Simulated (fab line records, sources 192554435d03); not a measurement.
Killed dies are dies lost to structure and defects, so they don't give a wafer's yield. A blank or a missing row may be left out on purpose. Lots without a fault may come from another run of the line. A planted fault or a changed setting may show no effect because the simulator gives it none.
Split-lot experiment | flow n5_finfet | 7 lots, 39 wafers read, on a route of 1938 steps

THE SPLIT
At N5_MOL_CONTACT_COAG_ETCHBACK_136 (etches SiO2 in CHF3, target depth 25 nm, time 16.7 s), the setting target_depth_a was moved away from the recipe's 250 angstrom on 15 of the 39 wafers read, by -9.8% to +12.8%. The other wafers ran this setting at the recipe's value.

FROM THE SPLIT TO THE READING: what the file shows between them, 1 step
- N5_MOL_CONTACT_COAG_STRIP_120: strips in CHF3

THE READING
etch.depth_nm (the simulator's own value, which no gauge read), in nm, at N5_MOL_CONTACT_COAG_VIA_ETCH_117 (etches SiO2 in C4F6/O2, target depth 40 nm, overetch 8 nm, time 26 s). The file gives no usual value for it. The 24 wafers here that ran the recipe average 39.93 nm, standard deviation 0.34 nm.

wafer  | tool, chamber at the split | target_depth_a as run, angstrom | against the recipe | etch.depth_nm, nm | against lot-mates on the recipe
L078.1 | rie_diel-02, 3,2,0         | 250                             | recipe             | 39.91             | -
L078.2 | rie_diel-02, 1,3,0         | 281.9                           | +12.8%             | 36.67             | -3.57
L078.3 | rie_diel-02, 3,2,0         | 250                             | recipe             | 39.93             | -
L078.4 | rie_diel-02, 3,2,0         | 250                             | recipe             | 40.88             | -
L078.5 | rie_diel-02, 1,3,0         | 281.9                           | +12.8%             | 36.47             | -3.77
L078.6 | rie_diel-02, 1,3,0         | 281.9                           | +12.8%             | 37.6              | -2.64
L080.1 | rie_diel-04, 2,1,3,0,2,3   | 250                             | recipe             | 39.07             | -
L080.2 | rie_diel-04, 2,1,3,0,2,3   | 250                             | recipe             | 40.16             | -
L080.3 | rie_diel-04, 2,1,3,0,2,3   | 250                             | recipe             | 39.91             | -
L080.4 | rie_diel-04, 2,1,3,0,2,3   | 250                             | recipe             | 40.04             | -
L080.5 | rie_diel-04, 2,1,3,0,2,3   | 250                             | recipe             | 39.48             | -
L080.6 | rie_diel-04, 2,1,3,0,2,3   | 250                             | recipe             | 39.8              | -
L081.1 | rie_diel-01, 2,0,3         | 250                             | recipe             | 39.88             | -
L081.2 | rie_diel-01, 2,0,3         | 250                             | recipe             | 40.07             | -
L081.3 | rie_diel-01, 1,3,0         | 232.6                           | -7.0%              | 41.39             | +1.41
L081.4 | rie_diel-01, 2,0,3         | 250                             | recipe             | 39.99             | -
L081.5 | rie_diel-01, 1,3,0         | 232.6                           | -7.0%              | 41.73             | +1.75
L081.6 | rie_diel-01, 1,3,0         | 232.6                           | -7.0%              | 41.7              | +1.72
L082.1 | rie_diel-04, 3,1,2         | 225.5                           | -9.8%              | 42.22             | +2.13
L082.2 | rie_diel-04, 3,1,2         | 225.5                           | -9.8%              | 42.8              | +2.71
L082.3 | rie_diel-04, 3,1,2         | 225.5                           | -9.8%              | 41.93             | +1.84
L082.4 | rie_diel-04, 1,2,3         | 250                             | recipe             | 40.61             | -
L082.5 | rie_diel-04, 1,2,3         | 250                             | recipe             | 39.66             | -
L082.6 | rie_diel-04, 1,2,3         | 250                             | recipe             | 40                | -
L083.1 | rie_diel-01, 2,0,1         | 267.4                           | +7.0%              | 38.14             | -1.69
L083.2 | rie_diel-01, 3,1,0         | 250                             | recipe             | 39.88             | -
L083.5 | rie_diel-01, 3,1,0         | 250                             | recipe             | 39.88             | -
L083.3 | rie_diel-01, 3,1,0         | 250                             | recipe             | 39.73             | -
L083.4 | rie_diel-01, 2,0,1         | 267.4                           | +7.0%              | 38.42             | -1.41
L083.6 | rie_diel-01, 2,0,1         | 267.4                           | +7.0%              | 37.86             | -1.97
L089.1 | rie_diel-01, 3,1,2         | 250                             | recipe             | 40.28             | -
L089.2 | rie_diel-01, 3,1,2         | 250                             | recipe             | 39.91             | -
L089.4 | rie_diel-01, 3,1,2         | 250                             | recipe             | 40.09             | -
L094.1 | rie_diel-02, 1,3,2         | 250                             | recipe             | 39.86             | -
L094.2 | rie_diel-02, 2,3,1         | 232.3                           | -7.1%              | 41.43             | +1.68
L094.3 | rie_diel-02, 2,3,1         | 232.3                           | -7.1%              | 41.57             | +1.82
L094.4 | rie_diel-02, 2,3,1         | 232.3                           | -7.1%              | 41.3              | +1.55
L094.5 | rie_diel-02, 1,3,2         | 250                             | recipe             | 39.78             | -
L094.6 | rie_diel-02, 1,3,2         | 250                             | recipe             | 39.6              | -
Where a row lists several chambers, the file gives one row for several wafers and doesn't say which wafer went through which chamber.

THE FIT
A straight line over all 39 wafers: etch.depth_nm changes by -0.238 nm for each +1% of target_depth_a; r = -0.97; the points scatter about the line by 0.34 nm.
The same after taking each lot's own level away (the mean of its wafers on the recipe; 39 wafers): -0.245 nm for each +1%; r = -0.98; scatter 0.31 nm.
On that fit, the largest move of target_depth_a shifts the reading by 3.1 nm.
The lots' own levels span 39.743 to 40.240 nm, that is 1.4 times the standard deviation above.
So the lot-to-lot level changes the slope little: the two slopes agree.
Check: with one of the wafers moved furthest among these (+12.8%) left out of the fit, the line predicts -3.08 nm for it against its lot-mates. It came out at -3.57 nm against them.

OTHER SPLITS ON THESE WAFERS
These wafers also went through other splits before the reading. Each is held against what the fit with the lots' levels taken away leaves over:
other split on the same wafers               | wafers away from the commonest value | r with etch.depth_nm (lot level and that fit taken away)
N5_DUMMY_GATE_ETCH_31 target_depth_a         | 12                                   | -0.04
N5_DUMMY_GATE_ETCH_42 bias_w                 | 12                                   | +0.05
N5_SD_EPI_P_EPI_21 time_s                    | 12                                   | -0.26
N5_HKMG_FIN_EXPOSE_46 dose_mj                | 15                                   | -0.15
N5_MOL_CONTACT_COAG_CONTACT_ETCH_14 source_w | 9                                    | +0.05

THE WHOLE CHAIN: every reading that the file lists as answering this split, in the file's order
step                             | what it does                                                         | reading                                                                            | change (the file's fit)               | r (the file's)
N5_MOL_CONTACT_COAG_VIA_ETCH_117 | etches SiO2 in C4F6/O2, target depth 40 nm, overetch 8 nm, time 26 s | MOL_CONTACT_COAG.feature_depth_nm (the simulator's own value, which no gauge read) | -0.25 nm for each +1% of the setting  | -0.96
N5_MOL_CONTACT_COAG_VIA_ETCH_117 | etches SiO2 in C4F6/O2, target depth 40 nm, overetch 8 nm, time 26 s | etch.depth_nm (the simulator's own value, which no gauge read)                     | -0.245 nm for each +1% of the setting | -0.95

THE FILE'S OWN FIT
etch.depth_nm changes by -0.245 nm for each +1% of target_depth_a, r = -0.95.
